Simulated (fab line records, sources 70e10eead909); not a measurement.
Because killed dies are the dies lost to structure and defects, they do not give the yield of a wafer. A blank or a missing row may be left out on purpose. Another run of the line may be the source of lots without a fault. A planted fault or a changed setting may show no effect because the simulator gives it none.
A struck lot beside a sound one -- flow nandHarc -- 13 steps out of a route of 1302
Sound: the wafers L865.3, L865.5, L865.6. Wafers struck: L877.2, L877.4, L877.5. Last of all comes the cause.
At each step with rows: each side's tool, then ch and its chambers, then its first start. Under that, the readings that differ: sound wafers -- struck wafers -- difference of the means -- sigmas: that difference in standard deviations of wafers without a fault.
alike: words and numbers the same on both sides, and readings whose means are apart by under 2 such deviations; not compared: readings that were withheld, readings missing a value for some wafer, numbers with overlapping values and no deviation given by the record, and bounds like >300 which may hide the same value.
A row with sigmas, a row that says differs or no value, or rows on one side alone: a step with any of these is where the two part. Numbers that have no deviation but don't overlap get no sigmas and don't part them. A reading missing from all wafers of one side parts the sides only when that side holds two or more wafers.

NHARC_THIN_TSV_CMP_21: polishes, t overpolish 30 s, target thk 2000 nm.
  sound on cmp-04 ch 1,2, day 24 06:13; struck on cmp-04 ch 0,2, day 29 18:35
  alike: motorCurrentA, overpolishRunS
next, for these wafers, 1 step has no rows: NHARC_THIN_TSV_SRD_23.
NHARC_THIN_TSV_DEGAS_53: time 60 s.
  sound: pvdSputter-02 at day 24 06:40; struck: pvdSputter-02 at day 29 19:01
  alike: heaterPowerW
NHARC_THIN_TSV_PRE_CLEAN_54: time 30 s.
  sound: pvdSputter-02 at day 24 06:44; struck: pvdSputter-02 at day 29 19:06
  alike: heaterPowerW
then, 7 steps without rows for these wafers: NHARC_THIN_TSV_PVD_55 (deposits TiN, target thk 50 nm); NHARC_THIN_TSV_PVD_24 (deposits Al, target thk 800 nm); NHARC_THIN_TSV_DEHYDRATE_25 (time 120 s); NHARC_THIN_TSV_HMDS_26 (time 30 s); NHARC_THIN_TSV_COAT_27; NHARC_THIN_TSV_SOFTBAKE_28 (time 95 s); NHARC_THIN_TSV_EBR_29.
NHARC_THIN_TSV_EXPOSE_30: exposes mask PAD.
  struck on krfScanner-04, day 29 19:53; sound on krfScanner-03 ch 0, day 24 07:39
  no value came back on the struck wafers for exposureDoseMJCm2, focusOffsetNm (nm); on the sound wafers exposureDoseMJCm2 reads 11.464 11.467 11.483
  alike: mask
then, 1 step without rows for these wafers: NHARC_THIN_TSV_PEB_31 (peb time 85 s).

== WHERE THEY PART ==
Only at NHARC_THIN_TSV_EXPOSE_30, as far as this record shows.

WHY: what had been put in by the simulator
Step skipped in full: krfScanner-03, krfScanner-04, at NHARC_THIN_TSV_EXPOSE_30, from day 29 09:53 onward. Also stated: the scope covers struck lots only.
